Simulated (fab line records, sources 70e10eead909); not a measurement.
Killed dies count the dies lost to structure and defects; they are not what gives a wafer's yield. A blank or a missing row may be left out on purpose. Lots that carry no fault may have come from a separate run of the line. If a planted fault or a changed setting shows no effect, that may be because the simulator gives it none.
Chamber matching    flow nand_harc    NHARC_A_STAIRCASE_STRIP_476 on rie_diel-02 has 4 sister chambers
The step strips in O2, time 20 s. 14 wafers are shown with their chamber, then 7 later ones without.

## WAFERS, EACH WITH ITS CHAMBER
wafer   chamber  drypump_motor_current_A (A)  showerhead_plenum_p_Torr (Torr)  rf_vpp_V (V)
L080.1  2        5.3                          3.41                             58.6
L080.4  1        6.0                          3.30                             57.6
L080.5  3        5.2                          3.47                             56.2
L081.1  1        6.0                          3.30                             56.3
L081.2  0        5.8                          3.39                             57.9
L081.4  2        5.3                          3.41                             58.0
L085.2  0        5.8                          3.39                             56.9
L085.3  3        5.2                          3.46                             57.5
L085.6  2        5.3                          3.41                             58.2
L089.1  2        5.4                          3.40                             58.8
L089.3  1        6.0                          3.30                             56.8
L089.4  0        5.8                          3.39                             56.8
L091.2  1        6.0                          3.29                             56.8
L091.4  2        5.3                          3.40                             57.6

SIGNATURES (means of the wafers above)
reading                   chamber 0  chamber 1  chamber 2  chamber 3  scatter within a chamber
drypump_motor_current_A   5.800      6.000      5.320      5.200      0.0283
showerhead_plenum_p_Torr  3.3900     3.2975     3.4060     3.4650     0.00495
rf_vpp_V                  57.200     56.875     58.240     56.850     0.58
Rule: a wafer lies at a distance from a chamber equal to the root of the sum of squares, over the readings, of (its reading less the chamber's mean, divided by the reading's scatter). If the next closest chamber is less than 2 further off than the closest, the wafer can't be placed; otherwise it belongs to the closest. The scatter: the root of (the sum of the squares of (reading less its chamber's mean) over the shown wafers, divided by (wafers less chambers)).

## WAFERS WHOSE CHAMBER IS MISSING
wafer   drypump_motor_current_A (A)  showerhead_plenum_p_Torr (Torr)  rf_vpp_V (V)
L091.5  6.0                          3.29                             58.0
L097.1  5.3                          3.39                             57.3
L097.4  5.2                          3.45                             57.5
L097.5  5.2                          3.45                             57.6
L096.1  5.8                          3.38                             57.0
L096.4  5.3                          3.39                             57.3
L096.6  6.0                          3.29                             59.4

## THE CHAMBER EACH PASSED THROUGH
wafer   from the rows above  in truth
L091.5  1                    1
L097.1  2                    2
L097.4  3                    3
L097.5  3                    3
L096.1  0                    0
L096.4  2                    2
L096.6  1                    1
7 of 7 placed correctly. Number that these rows cannot place: 0. 0 placed wrongly.
